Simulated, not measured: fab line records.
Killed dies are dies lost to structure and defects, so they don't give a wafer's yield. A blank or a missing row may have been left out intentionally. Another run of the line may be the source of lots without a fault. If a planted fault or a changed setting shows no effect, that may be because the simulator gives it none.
Matching of chambers | flow n5 finfet | N5_BEOL_M0_STRIP_140 on rie diel-04: 4 sister chambers
The step strips in CF4. 4 wafers are shown with their chamber, then 9 later ones without.

WAFERS PAIRED WITH THEIR CHAMBERS
wafer  | chamber | drypump motor current A (A)
L087.3 | 0       | 5.6
L089.6 | 1       | 5.6
L091.5 | 2       | 6.5
L091.6 | 3       | 5.6

WAFERS WITH NO CHAMBER GIVEN
wafer  | drypump motor current A (A)
L095.1 | 5.6
L095.2 | 5.6
L095.3 | 6.5
L095.4 | 5.6
L095.5 | 5.7
L095.6 | 6.5
L097.3 | 5.6
L097.4 | 5.6
L097.5 | 6.5

WHICH CHAMBER EACH ONE RAN IN
wafer  | from the rows above          | in truth
L095.1 | can't be placed: 0 or 1 or 3 | 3
L095.2 | can't be placed: 0 or 1 or 3 | 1
L095.3 | 2                            | 2
L095.4 | can't be placed: 0 or 1 or 3 | 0
L095.5 | can't be placed: 0 or 1 or 3 | 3
L095.6 | 2                            | 2
L097.3 | can't be placed: 0 or 1 or 3 | 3
L097.4 | can't be placed: 0 or 1 or 3 | 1
L097.5 | 2                            | 2
Correct placement for 3 of the 9. Unplaceable from these rows: 6, with the true chamber sitting among the candidates in 6. Number placed wrongly: 0.
How it was worked out, from the rows above alone: a wafer's distance from a chamber is the root of the sum, over the readings, of the square of ((its reading less the chamber's mean) divided by the reading's scatter). The wafer belongs to the nearest chamber; if the next one is less than 2 further off, it can't be placed. Each chamber's mean is taken over the wafers shown for it. The scatter: root of mean squared gap, hidden wafer to nearest shown wafer, with one shown wafer a chamber.
